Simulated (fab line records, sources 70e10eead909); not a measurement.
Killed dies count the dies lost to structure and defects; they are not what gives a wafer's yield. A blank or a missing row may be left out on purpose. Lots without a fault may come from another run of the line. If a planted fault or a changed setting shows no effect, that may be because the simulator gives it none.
The same fault as seen by 2 desks :: flow nand harc :: what lay behind the numbers comes last; until then each desk has only its own

AT THE TOOL OWNER'S DESK: arfi scanner-02
The tool's own readings at NHARC_P_M0_EXPOSE_06 (exposes mask P M0, target cd 90 nm): means of the sampled wafers that have a number, for each lot that ran on this tool. The brackets show how far a lot's mean lies from the usual mean; more than 4 standard deviations puts the lot out of limits, marked OUT.
Columns: A = exposure dose mJ cm2 at NHARC_P_M0_EXPOSE_06, usual 81.28
lot: L779
first seen here: day 6 05:29
A: 81.25

lot: L783
first seen here: day 7 11:38
A: 81.17

lot: L786
first seen here: day 9 10:42
A: 81.31

lot: L795
first seen here: day 12 22:50
A: 50.48 (-99 or more) OUT

lot: L796
first seen here: day 13 00:22
A: 56.57 (-99 or more) OUT
This desk's finding: out of limits on L795, L796; first on L795, day 12 22:50 (exposure dose mJ cm2 at NHARC_P_M0_EXPOSE_06). L779, L783, L786 stayed within limits.

FROM THE METROLOGY DESK
Means of the sampled wafers that have a number, per lot and without regard to the tool the lot ran on: this is what the gauges read. The brackets show how far a lot's mean lies from the usual mean; more than 4 standard deviations puts the lot out of limits, marked OUT.
Columns: A = cd nm at NHARC_P_M0_CD_MEAS_09, usual 89.8 nm
lot: L779
first seen here: day 6 05:38
A: 90.5

lot: L780
first seen here: day 6 09:07
A: 89.5

lot: L782
first seen here: day 7 10:40
A: 89.6

lot: L783
first seen here: day 7 11:47
A: 89.3

lot: L784
first seen here: day 8 01:25
A: 89.9

lot: L786
first seen here: day 9 10:50
A: 89.3

lot: L787
first seen here: day 9 19:55
A: 89.8

lot: L788
first seen here: day 9 21:16
A: 89.8

lot: L790
first seen here: day 10 23:51
A: 90.3

lot: L795
first seen here: day 12 22:58
A: 60.6 (-66) OUT

lot: L796
first seen here: day 13 00:31
A: 67.1 (-52) OUT

lot: L799
first seen here: day 14 12:40
A: 90.1

lot: L800
first seen here: day 14 16:11
A: 89.5

lot: L802
first seen here: day 15 14:54
A: 89.8
This desk's finding: out of limits on L795, L796; first on L795, day 12 22:58 (cd nm at NHARC_P_M0_CD_MEAS_09). L779, L780, L782, L783, L784, L786, L787, L788, L790, L799, L800, L802 stayed within limits.

ALL TOGETHER
An alarm could have come from the tool owner's desk at day 12 22:50, on L795, L796.
On L795, L796, the metrology desk was in a position to raise an alarm at day 12 22:58.
All the named lots went through NHARC_P_M0_EXPOSE_06 on arfi scanner-02.

WHAT THE SIMULATOR PUT IN
Process parameter drift: arfi scanner-02, from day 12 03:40 on, at NHARC_P_M0_EXPOSE_06. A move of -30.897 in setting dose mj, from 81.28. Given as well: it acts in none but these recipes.
Lots struck among those shown: L795, L796.
Counting hours from when the fault started, the first reading out of limits came at 19 for the tool owner's desk and at 19 for the metrology desk.
